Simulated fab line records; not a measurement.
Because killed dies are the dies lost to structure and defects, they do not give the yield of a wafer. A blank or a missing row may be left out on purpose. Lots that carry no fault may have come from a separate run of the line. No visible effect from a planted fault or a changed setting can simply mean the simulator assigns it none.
Matching of chambers | flow n5_finfet | rie_si-03 running N5_BEOL_M0_SAQP_MANDREL_ETCH_20: 3 sister chambers
The step etches a-Si in HBr/Cl2, stops on SiNx, target depth 60 nm, bt time 10 s, time 30 s. 6 wafers are shown with their chamber, then 7 later ones without.

== WAFERS WITH THEIR CHAMBER ==
wafer  | chamber | drypump_motor_current_A (A) | throttle_valve_pct (%)
L356.3 | 0       | 5.8                         | 35.52
L374.2 | 0       | 5.8                         | 35.54
L376.2 | 2       | 5.0                         | 35.32
L376.4 | 3       | 6.3                         | 35.27
L377.1 | 3       | 6.2                         | 35.25
L377.3 | 2       | 5.0                         | 35.31

== WAFERS WITHOUT THEIR CHAMBER ==
wafer  | drypump_motor_current_A (A) | throttle_valve_pct (%)
L377.6 | 5.0                         | 35.27
L378.2 | 5.7                         | 35.53
L378.5 | 5.7                         | 35.53
L378.6 | 6.2                         | 35.24
L379.1 | 5.0                         | 35.31
L379.4 | 6.2                         | 35.24
L379.6 | 6.2                         | 35.26

== THE CHAMBER EACH PASSED THROUGH ==
wafer  | from the rows above | in truth
L377.6 | 2                   | 2
L378.2 | 0                   | 0
L378.5 | 0                   | 0
L378.6 | 3                   | 3
L379.1 | 2                   | 2
L379.4 | 3                   | 3
L379.6 | 3                   | 3
7 of 7 placed correctly. Number that these rows cannot place: 0. 0 placed wrongly.
How it was worked out, from the rows above alone: a wafer's distance from a chamber is the root of the sum, over the readings, of the square of ((its reading less the chamber's mean) divided by the reading's scatter). The wafer belongs to the nearest chamber; if the next one is less than 2 further off, it can't be placed. A chamber's mean is the mean of its shown wafers. How the scatter is found: for the shown wafers, subtract from each reading the mean of its chamber, square and add these, divide the total by (wafers less chambers), then take the root.
